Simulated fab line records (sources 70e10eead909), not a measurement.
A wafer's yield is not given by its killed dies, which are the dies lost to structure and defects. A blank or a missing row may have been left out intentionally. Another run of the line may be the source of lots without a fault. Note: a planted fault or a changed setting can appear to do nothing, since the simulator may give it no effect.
fab line records | flow nand-harc
record lots=6 | wafers=18 | last-day=25
route steps=1159 shown P_ZERO_WELL@68 P_STI@69
lots untouched by any fault: they come from a run of this same line in which no faults occurred
start-h: start of the lot's first displayed wafer, in hours after the record's first day | wait-h: hours from the lot's prior step to this one | " the same as in the row above | L1.1+2: one row covering several wafers at once | - either no value or no given start | * or withheld: withheld | < > ~ a bound
route shown NAME@n: names a module that has steps shown in the file, with the first one's number in the route | usual: average and standard deviation across the fault-free wafers | same: alike in all rows | chamber/n: place in a boat | sites: per-site readings | _std_site: standard deviation across them | _edge_site: inner sites' mean taken away from outer sites' mean | radius-mm: how far each site lies from the wafer's centre | mask NAME#n: copy n | behind: the tool/chamber that last shaped the wafer | hold: reason for holding the lot/hours on hold/outcome of the hold | device: names the non-switching transistor (n, p or np) | end of line: tests run on the same wafers once the route is complete | step lacking rows: just its recipe | killed: dies that structure and defects cost at the first sort, which is not the same as the wafer's yield | map: shows each die of a wafer: x if killed, . if not, _ if none is there
set.NAME: the run value of the setting; set.NAME@STEP: its run value at that earlier step | model.NAME: the simulator's own value behind a step, which no gauge read
lots at some steps of the route; a table a step, a row a wafer
services: from which hour (start-h, from the record's first day; less than 0 if before it) a tool's chamber was out of use, for how many hours, and why
## steps
# step NHARC_P_ZERO_WELL_INSPECT_43
# usual raw-defect-count=13/5.3
lot.wafer | tool              | chamber | start-h | wait-h | raw-defect-count
L628.1    | defect-inspect-01 | -       | 43.67   | 0.6    | 15
L628.3    | "                 | -       | "       | "      | 5
L628.4    | "                 | -       | "       | "      | 11
L638.1    | defect-inspect-01 | -       | 103.56  | 0.6    | 21
L638.2    | "                 | -       | "       | "      | 14
L638.3    | "                 | -       | "       | "      | 14
L639.2    | defect-inspect-01 | -       | 113.33  | 0.5    | 18
L639.4    | "                 | -       | "       | "      | 14
L639.5    | "                 | -       | "       | "      | 11
L644.2    | defect-inspect-01 | -       | 139.74  | 0.5    | 16
L644.3    | "                 | -       | "       | "      | 18
L644.5    | "                 | -       | "       | "      | 21
L646.1    | defect-inspect-02 | -       | 151.71  | 0.6    | 9
L646.4    | "                 | -       | "       | "      | 13
L646.6    | "                 | -       | "       | "      | 12
L647.3    | defect-inspect-01 | -       | 159.53  | 0.4    | 10
L647.4    | "                 | -       | "       | "      | 8
L647.5    | "                 | -       | "       | "      | 1
# step NHARC_P_STI_ETCH_26
# recipe target-depth-a=110 | chemistry=dHF | material=SiO2
# step NHARC_P_STI_PRECLEAN_27
# recipe time-s=* | temp-c=50 | bath-age-min=0 | chemistry=SC1
# step NHARC_P_STI_SRD_28
# step NHARC_P_STI_OXIDE_29
# recipe target-thk-a=100 | temp-c=900 | ox-time-s=1362 | material=SiO2
# step NHARC_P_STI_HM_DEP_30
# recipe target-thk-a=800 | temp-c=790 | pressure-mtorr=300 | time-s=873 | material=Si3N4
# step NHARC_P_STI_DEHYDRATE_01
# recipe temp-c=150 | time-s=120
# step NHARC_P_STI_HMDS_02
# recipe time-s=30
# step NHARC_P_STI_COAT_41
# recipe temp-c=200 | time-s=65
# step NHARC_P_STI_COAT_03
# recipe spin-rpm=2000 | resist-thk-nm=600
# step NHARC_P_STI_SOFTBAKE_04
# recipe temp-c=125 | time-s=70
# step NHARC_P_STI_EBR_05
# step NHARC_P_STI_EXPOSE_06
# recipe na=0.55 | target-cd-nm=200 | dose-mj=37.69 | mask-id=P_STI
# usual exposure-dose-mJ-cm2=37.72/0.081 | focus-offset-nm=0.1/0.42 | na=0.55/0 | stage-vel-mm-s=499.98/0.26
lot.wafer | tool           | chamber | start-h | wait-h | mask    | exposure-dose-mJ-cm2 | focus-offset-nm | na   | stage-vel-mm-s
L628.1    | krf-scanner-01 | 0       | 58.77   | -      | P_STI#0 | 37.74                | 0.3             | 0.55 | 500.36
L628.3    | "              | 0       | "       | "      | P_STI#0 | 37.80                | 0.6             | 0.55 | 500.11
L628.4    | "              | 0       | "       | "      | P_STI#0 | 37.70                | 0.7             | 0.55 | 499.93
L638.1    | krf-scanner-03 | -       | 115.27  | -      | P_STI#0 | -                    | -               | -    | -
L638.2    | "              | -       | "       | "      | P_STI#0 | -                    | -               | -    | -
L638.3    | "              | -       | "       | "      | P_STI#0 | -                    | -               | -    | -
L639.2    | krf-scanner-02 | -       | 133.02  | -      | P_STI#0 | -                    | -               | -    | -
L639.4    | "              | -       | "       | "      | P_STI#0 | -                    | -               | -    | -
L639.5    | "              | -       | "       | "      | P_STI#0 | -                    | -               | -    | -
L644.2    | krf-scanner-02 | 0       | 154.86  | -      | P_STI#0 | 37.58                | -0.4            | 0.55 | 499.96
L644.3    | "              | 0       | "       | "      | P_STI#0 | 37.68                | -0.1            | 0.55 | 500.07
L644.5    | "              | 0       | "       | "      | P_STI#0 | 37.70                | -0.1            | 0.55 | 499.78
L646.1    | krf-scanner-02 | 0       | 166.97  | -      | P_STI#0 | 37.64                | -0.2            | 0.55 | 499.94
L646.4    | "              | 0       | "       | "      | P_STI#0 | 37.66                | 0.0             | 0.55 | 500.20
L646.6    | "              | 0       | "       | "      | P_STI#0 | 37.69                | 0.3             | 0.55 | 499.84
L647.3    | krf-scanner-01 | 0       | 176.03  | -      | P_STI#0 | 37.79                | -0.1            | 0.55 | 500.13
L647.4    | "              | 0       | "       | "      | P_STI#0 | 37.81                | 0.7             | 0.55 | 499.73
L647.5    | "              | 0       | "       | "      | P_STI#0 | 37.77                | 0.1             | 0.55 | 500.24
# step NHARC_P_STI_PEB_07
# recipe peb-temp-c=128 | peb-time-s=80
## services
tool           | chamber | start-h | hours | kind
krf-scanner-02 | -       | 38.04   | 4.0   | pm
krf-scanner-03 | -       | 42.11   | 0.3   | repair
krf-scanner-03 | -       | 78.51   | 12.2  | repair
krf-scanner-01 | -       | 84.00   | 4.0   | pm
krf-scanner-01 | -       | 114.01  | 4.0   | repair
krf-scanner-01 | 0       | 118.21  | -     | calibration
krf-scanner-03 | -       | 136.32  | 0.7   | repair
krf-scanner-03 | -       | 168.00  | 4.0   | pm
## key
first-sign step=NHARC_P_STI_EXPOSE_06 | reading=tool-record | direction=missing
effect none on later readings
met-at NHARC_P_STI_EXPOSE_06
struck-wafers L638.1,L638.2,L638.3,L639.2,L639.4,L639.5
later-rows-left-out L638.1,L638.2,L638.3,L639.2,L639.4,L639.5
sort-left-out L638.1,L638.2,L638.3,L639.2,L639.4,L639.5
tester-left-out L638,L639
fault kind=skipped-step-whole | tool=krf-scanner-02,krf-scanner-03 | chamber=- | onset-h=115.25 | steps=NHARC_P_STI_EXPOSE_06 | scope=struck-lots-only
# tester-left-out: of these lots the tester's yield and bins aren't shown, on N5 and GAA mostly nor the transistor test; their killed dies are dies lost to structure and defects alone, not to doping, threshold or leakage, so they don't give the yield
# sort-left-out: the simulated sort isn't trusted on such a fault, so these wafers' sort isn't shown, and their yield isn't known
# later-rows-left-out: the simulator's readings of these wafers behind a module that went badly wrong aren't trusted and aren't shown, but for the sort
